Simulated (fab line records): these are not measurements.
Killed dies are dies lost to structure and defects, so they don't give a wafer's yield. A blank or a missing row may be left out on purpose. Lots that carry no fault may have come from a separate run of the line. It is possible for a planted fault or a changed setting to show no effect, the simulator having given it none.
Matching of chambers	flow n5 finfet	pecvd-04 running N5_FIN_SAQP_PECVD_47: 3 sister chambers
The step deposits a-Si from SiH4/He, target thk 45 nm, time 36.3 s. 3 wafers are shown with their chamber, then 7 later ones without.

EACH WAFER AND ITS CHAMBER
wafer	chamber	throttle valve pct (%)
L085.5	1	17.9
L089.2	0	18.6
L089.4	2	19.2

WAFERS MISSING THEIR CHAMBER
wafer	throttle valve pct (%)
L089.6	18.5
L095.1	17.9
L095.4	17.9
L095.5	18.4
L096.1	17.8
L096.2	19.2
L096.3	18.3

THE CHAMBER EACH PASSED THROUGH
wafer	from the rows above	in truth
L089.6	0	0
L095.1	1	1
L095.4	1	1
L095.5	0	0
L096.1	1	1
L096.2	2	2
L096.3	can't be placed: 0 or 1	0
Correctly placed: 6 of 7. Unplaceable from these rows: 1, with the true chamber sitting among the candidates in 1. Wrongly placed: 0.
How it was worked out, from the rows above alone: a wafer's distance from a chamber is the root of the sum, over the readings, of the square of ((its reading less the chamber's mean) divided by the reading's scatter). If the next closest chamber is less than 2 further off than the closest, the wafer can't be placed; otherwise it belongs to the closest. The mean given for a chamber averages the wafers shown for that chamber. The scatter: root of mean squared gap, hidden wafer to nearest shown wafer, with one shown wafer a chamber.
